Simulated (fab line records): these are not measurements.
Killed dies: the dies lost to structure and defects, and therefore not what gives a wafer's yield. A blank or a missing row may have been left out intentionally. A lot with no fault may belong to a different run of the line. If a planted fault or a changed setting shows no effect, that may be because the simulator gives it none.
Chamber matching | flow n5Finfet | cmp-02 running N5_GATE_CUT_CMP_43: 4 sister chambers
The step polishes SiO2. 8 wafers are shown with their chamber, then 11 later ones without.

== WAFERS, EACH WITH ITS CHAMBER ==
wafer  | chamber | motorCurrentA (A) | retainingRingPressureFrac
L083.5 | 0       | 12.0              | 1.003
L084.1 | 3       | 12.5              | 1.005
L087.3 | 1       | 12.3              | 0.999
L087.5 | 1       | 13.5              | 0.991
L087.6 | 0       | 11.8              | 1.008
L091.5 | 2       | 11.6              | 1.006
L091.6 | 3       | 12.8              | 0.998
L090.1 | 2       | 11.7              | 0.999

== WAFERS WITH NO CHAMBER GIVEN ==
wafer  | motorCurrentA (A) | retainingRingPressureFrac
L090.3 | 12.9              | 1.005
L090.5 | 10.9              | 1.006
L093.1 | 13.2              | 1.006
L093.2 | 12.8              | 0.999
L093.4 | 11.5              | 0.992
L094.2 | 13.0              | 0.991
L094.4 | 12.6              | 0.996
L094.6 | 13.1              | 1.004
L096.2 | 12.9              | 0.994
L096.4 | 12.7              | 1.003
L096.6 | 12.6              | 0.997

== EACH ONE'S CHAMBER ==
wafer  | from the rows above               | in truth
L090.3 | can't be placed: 3 or 1 or 0 or 2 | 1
L090.5 | can't be placed: 2 or 0           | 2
L093.1 | can't be placed: 3 or 1 or 0      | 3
L093.2 | can't be placed: 3 or 1 or 0      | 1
L093.4 | can't be placed: 2 or 0 or 1 or 3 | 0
L094.2 | can't be placed: 1 or 3           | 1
L094.4 | can't be placed: 1 or 3 or 0 or 2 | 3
L094.6 | can't be placed: 3 or 1 or 0      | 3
L096.2 | can't be placed: 1 or 3           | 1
L096.4 | can't be placed: 3 or 1 or 0      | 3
L096.6 | can't be placed: 1 or 3 or 0 or 2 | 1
Placed correctly: 0 of 11. Not placeable from these rows: 11 (in 11, the candidates include the true chamber). Placed wrongly: 0.
How it was worked out, from the rows above alone: a wafer's distance from a chamber is the root of the sum, over the readings, of the square of ((its reading less the chamber's mean) divided by the reading's scatter). The wafer belongs to the nearest chamber; if the next one is less than 2 further off, it can't be placed. For every chamber, the mean is computed from those of its wafers that are shown. The scatter is the square root of a quotient: the sum, over the shown wafers, of each reading's squared deviation from its chamber's mean, divided by wafers minus chambers.
